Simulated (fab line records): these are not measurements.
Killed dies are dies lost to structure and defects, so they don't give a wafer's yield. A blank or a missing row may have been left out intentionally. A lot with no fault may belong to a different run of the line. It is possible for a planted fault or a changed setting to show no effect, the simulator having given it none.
Matching of chambers || flow n5_finfet || rie_diel-01 running N5_BEOL_M5_STRIP_19: 4 sister chambers
The step strips in O2. 8 wafers are shown with their chamber, then 10 later ones without.

WAFERS, EACH WITH ITS CHAMBER
{"wafer": "L075.1", "chamber": 1, "drypump_motor_current_A (A)": 6.5, "showerhead_plenum_p_Torr (Torr)": 2.13}
{"wafer": "L087.3", "chamber": 0, "drypump_motor_current_A (A)": 6.0, "showerhead_plenum_p_Torr (Torr)": 2.03}
{"wafer": "L088.5", "chamber": 2, "drypump_motor_current_A (A)": 5.9, "showerhead_plenum_p_Torr (Torr)": 2.14}
{"wafer": "L089.2", "chamber": 2, "drypump_motor_current_A (A)": 6.0, "showerhead_plenum_p_Torr (Torr)": 2.14}
{"wafer": "L089.3", "chamber": 3, "drypump_motor_current_A (A)": 5.0, "showerhead_plenum_p_Torr (Torr)": 2.01}
{"wafer": "L089.6", "chamber": 1, "drypump_motor_current_A (A)": 6.5, "showerhead_plenum_p_Torr (Torr)": 2.12}
{"wafer": "L090.1", "chamber": 3, "drypump_motor_current_A (A)": 5.0, "showerhead_plenum_p_Torr (Torr)": 2.01}
{"wafer": "L090.2", "chamber": 0, "drypump_motor_current_A (A)": 6.0, "showerhead_plenum_p_Torr (Torr)": 2.02}

WAFERS WITHOUT THEIR CHAMBER
{"wafer": "L090.3", "drypump_motor_current_A (A)": 6.0, "showerhead_plenum_p_Torr (Torr)": 2.14}
{"wafer": "L091.2", "drypump_motor_current_A (A)": 6.5, "showerhead_plenum_p_Torr (Torr)": 2.12}
{"wafer": "L091.4", "drypump_motor_current_A (A)": 5.0, "showerhead_plenum_p_Torr (Torr)": 2.01}
{"wafer": "L091.5", "drypump_motor_current_A (A)": 5.9, "showerhead_plenum_p_Torr (Torr)": 2.14}
{"wafer": "L095.2", "drypump_motor_current_A (A)": 6.0, "showerhead_plenum_p_Torr (Torr)": 2.14}
{"wafer": "L095.3", "drypump_motor_current_A (A)": 5.0, "showerhead_plenum_p_Torr (Torr)": 2.00}
{"wafer": "L095.5", "drypump_motor_current_A (A)": 6.5, "showerhead_plenum_p_Torr (Torr)": 2.12}
{"wafer": "L096.2", "drypump_motor_current_A (A)": 6.0, "showerhead_plenum_p_Torr (Torr)": 2.02}
{"wafer": "L096.4", "drypump_motor_current_A (A)": 6.5, "showerhead_plenum_p_Torr (Torr)": 2.12}
{"wafer": "L096.6", "drypump_motor_current_A (A)": 6.0, "showerhead_plenum_p_Torr (Torr)": 2.14}

CHAMBER TAKEN BY EACH
{"wafer": "L090.3", "from the rows above": 2, "in truth": 2}
{"wafer": "L091.2", "from the rows above": 1, "in truth": 1}
{"wafer": "L091.4", "from the rows above": 3, "in truth": 3}
{"wafer": "L091.5", "from the rows above": 2, "in truth": 2}
{"wafer": "L095.2", "from the rows above": 2, "in truth": 2}
{"wafer": "L095.3", "from the rows above": 3, "in truth": 3}
{"wafer": "L095.5", "from the rows above": 1, "in truth": 1}
{"wafer": "L096.2", "from the rows above": 0, "in truth": 0}
{"wafer": "L096.4", "from the rows above": 1, "in truth": 1}
{"wafer": "L096.6", "from the rows above": 2, "in truth": 2}
10 of 10 placed correctly. Not placeable from these rows: 0. 0 placed wrongly.
How it was worked out, from the rows above alone: a wafer's distance from a chamber is the root of the sum, over the readings, of the square of ((its reading less the chamber's mean) divided by the reading's scatter). The wafer belongs to the nearest chamber; if the next one is less than 2 further off, it can't be placed. For every chamber, the mean is computed from those of its wafers that are shown. The scatter: take each reading less its chamber's mean, square it, sum over the shown wafers, divide by the number of wafers less the number of chambers, and take the root.
